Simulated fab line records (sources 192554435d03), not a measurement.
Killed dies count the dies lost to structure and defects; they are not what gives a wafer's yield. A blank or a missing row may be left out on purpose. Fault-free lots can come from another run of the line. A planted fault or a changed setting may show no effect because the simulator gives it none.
Struck lot and sound lot, side by side || flow n5-finfet || 16 out of 1938 route steps
Sound: the wafers L735.1, L735.4, L735.5. Wafers L746.1, L746.2, L746.3 were the ones struck. At the end, the cause is stated.
For every step that has rows: the tool of each side, followed by ch and its chambers, followed by its first start. Under that, the readings that differ: sound wafers || struck wafers || difference of the means || sigmas: that difference in standard deviations of wafers without a fault.
alike: readings whose means differ by less than 2 such deviations, and words and numbers that are the same on both sides. not compared: withheld readings, readings that some wafer has no value for, bounds like >300 that may hide the same value, and numbers for which the record gives no deviation and whose values overlap.
Wherever a step has rows on one side only, a row that says differs or no value, or a row with sigmas, the two part there. Non-overlapping numbers with no deviation appear without sigmas and do not part them. A reading that every wafer of one side lacks parts them only if that side has two wafers or more.

first, 1 step without rows for these wafers: N5_FIN_SAQP_STRIP_53 (strips in N2/H2).
N5_FIN_SAQP_HM_OPEN_73: chemistry CHF3/O2, target SiO2, stops on a-Si, target depth 12 nm, time 16.8 s.
  sound on rie-diel-04 ch 0,2,3, day 2 16:16; struck on rie-diel-04 ch 0,1,3, day 5 09:55
  alike: drypump-motor-current-A, oes-product-au, rf-vpp-V, showerhead-plenum-p-Torr, throttle-valve-pct
  not compared: rf-hours-counter-h
then, 1 step without rows for these wafers: N5_FIN_SAQP_STRIP_74 (strips in CHF3/O2).
N5_FIN_SAQP_MANDREL_ETCH_22: etches a-Si in HBr/Cl2, stops on SiNx, target depth 60 nm, bt time 10 s, time 30 s.
  sound on rie-si-05 ch 0,1, day 2 16:20; struck on rie-si-03 ch 1,2,3, day 5 10:01
  alike: HBr_flow_sccm, drypump-motor-current-A, oes-product-au, throttle-valve-pct
  not compared: rf-hours-counter-h
then, 4 steps without rows for these wafers: N5_FIN_SAQP_STRIP_55 (strips in N2/H2); N5_FIN_SAQP_STRIP_23 (strips in SPM, time 750 s); N5_FIN_SAQP_SRD_66 (time 30 s); N5_FIN_SAQP_RECESS_75 (chemistry HF/NH3, target SiO2, target depth 14.4 nm, afs cycles 3, sublimation time 60 s).
N5_FIN_SAQP_SPACER1_ALD_24: deposits SiO2, target thk 20.3 nm, pulse time 1 s, purge time 2 s.
  sound on ald-sin-01 ch 0,2,3, day 2 17:11; struck on ald-sin-03 ch 0,1,3, day 5 10:49
  alike: heater-power-w, precursor-pulse-height-rel
N5_FIN_SAQP_SPACER1_ETCHBACK_25: etches SiO2 in CHF3/O2, target depth 24.4 nm, time 12.2 s.
  sound on rie-diel-04 ch 1,2,3, day 2 17:53; struck on rie-diel-02 ch 1,2,3, day 5 11:32
  alike: drypump-motor-current-A, oes-product-au, rf-vpp-V, showerhead-plenum-p-Torr, throttle-valve-pct
  not compared: rf-hours-counter-h
N5_FIN_SAQP_MANDREL1_REMOVE_56: chemistry HBr/Cl2/O2, target a-Si, stops on SiNx, bt time 10 s.
  sound on rie-si-02 ch 0,2,3, day 2 17:59; struck on rie-si-02 ch 0,2,3, day 5 11:37
  alike: HBr_flow_sccm, drypump-motor-current-A, oes-product-au, throttle-valve-pct
  not compared: rf-hours-counter-h
N5_FIN_SAQP_CD_MEAS_27 targets a cd of 20 nm.
  sound on cd-sem-02 ch 0, day 2 18:05; struck on cd-sem-01 ch 0, day 5 11:44
  alike: cd-nm
N5_FIN_SAQP_ETCH_57: etches SiNx in CH3F/O2, target depth 32.5 nm, time 46.4 s.
  sound on rie-diel-06 ch 0,2,3, day 2 18:08; struck on rie-diel-04 ch 0,1,3, day 5 11:47
{"reading": "etch-rf-on-time-s (s)", "sound": "46.3 48.0 47.7", "struck": "58.6 60.7 57.8", "difference": "+11.7", "sigmas": "+9"}
  alike: CH3F_flow_sccm, drypump-motor-current-A, oes-product-au, rf-vpp-V, showerhead-plenum-p-Torr, throttle-valve-pct
  not compared: rf-hours-counter-h
then, 1 step without rows for these wafers: N5_FIN_SAQP_ETCH_65 (etches SiO2 in CF4, target depth 4 nm, time 4.4 s).
-- the record jumps here: 6 days lie between the struck wafers' starts before and after (it left off in module FIN_SAQP and takes up again in module BEOL_M4, whose first step shown is number 1111 of the route) --
N5_BEOL_M4_RC_MEAS_101:
  sound on prober-01 ch 0, day 8 21:04; struck on prober-01 ch 0, day 11 01:53
{"reading": "SS_P (mV/dec)", "sound": "71.7 72.8 72.9", "struck": "74.2 74.6 73.8", "difference": "+1.7", "sigmas": "+2"}
  alike: DIBL_N, DIBL_P, IOFF_N, IOFF_P, ION_N, ION_P, SS_N, VT_N, VT_P
-- here the record skips 5 days between the struck wafers' starts before and after, leaving off in module BEOL_M4 and picking up in module PASSIVATION (first step shown: number 1936 of the route) --
N5_PASSIVATION_PROBE_49:
  sound on prober-01, day 12 17:52; struck on prober-02, day 15 14:47
{"reading": "sort_bin_8_speed (%)", "sound": "2.03 0 0", "struck": "0 0 0", "difference": -1, "sigmas": -4}
  alike: defect-limited-yield, killed_at_M0_to_M3, killed_at_M4_up, killed-at-contacts, killed-at-front-end, killed-at-other, killed-dies, killed-open, killed-short, sort_bin_4_leakage, sort_bin_5_function, sort_bin_6_memory, sort-n-pass, sort-yield-pct

== WHERE THEY PART ==
Earliest at N5_FIN_SAQP_ETCH_57; latest, in this record, at N5_PASSIVATION_PROBE_49.

WHY: what had been put in by the simulator
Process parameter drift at N5_FIN_SAQP_ETCH_57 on rie-diel-04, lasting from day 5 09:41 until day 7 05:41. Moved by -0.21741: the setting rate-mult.
